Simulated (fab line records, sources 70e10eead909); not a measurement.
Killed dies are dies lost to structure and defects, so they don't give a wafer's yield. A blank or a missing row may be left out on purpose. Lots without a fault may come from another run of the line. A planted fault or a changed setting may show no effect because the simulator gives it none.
Chamber matching | flow nand_harc | NHARC_A_STAIRCASE_DESCUM_270 on rie_diel-10: 4 sister chambers
The step chemistry O2, time 3 s. 4 wafers are shown with their chamber, then 7 later ones without.

WAFERS WITH THEIR CHAMBER
wafer  | chamber | drypump_motor_current_A (A)
L088.6 | 0       | 5.4
L090.5 | 2       | 6.0
L091.1 | 3       | 4.7
L091.2 | 1       | 6.4

WAFERS WITHOUT THEIR CHAMBER
wafer  | drypump_motor_current_A (A)
L091.3 | 6.1
L093.4 | 5.5
L093.5 | 6.1
L093.6 | 4.7
L095.3 | 6.4
L095.4 | 6.1
L095.5 | 5.4

WHICH CHAMBER EACH WENT THROUGH
wafer  | from the rows above | in truth
L091.3 | 2                   | 2
L093.4 | 0                   | 0
L093.5 | 2                   | 2
L093.6 | 3                   | 3
L095.3 | 1                   | 1
L095.4 | 2                   | 2
L095.5 | 0                   | 0
Placed correctly: 7 of 7. Can't be placed from these rows: 0. Placed wrongly: 0.
How it was worked out, from the rows above alone: a wafer's distance from a chamber is the root of the sum, over the readings, of the square of ((its reading less the chamber's mean) divided by the reading's scatter). The wafer belongs to the nearest chamber; if the next one is less than 2 further off, it can't be placed. A chamber's mean is the mean of its shown wafers. The scatter: with one shown wafer a chamber, the root of the mean of the squares of how far each hidden wafer lies from its nearest shown one.
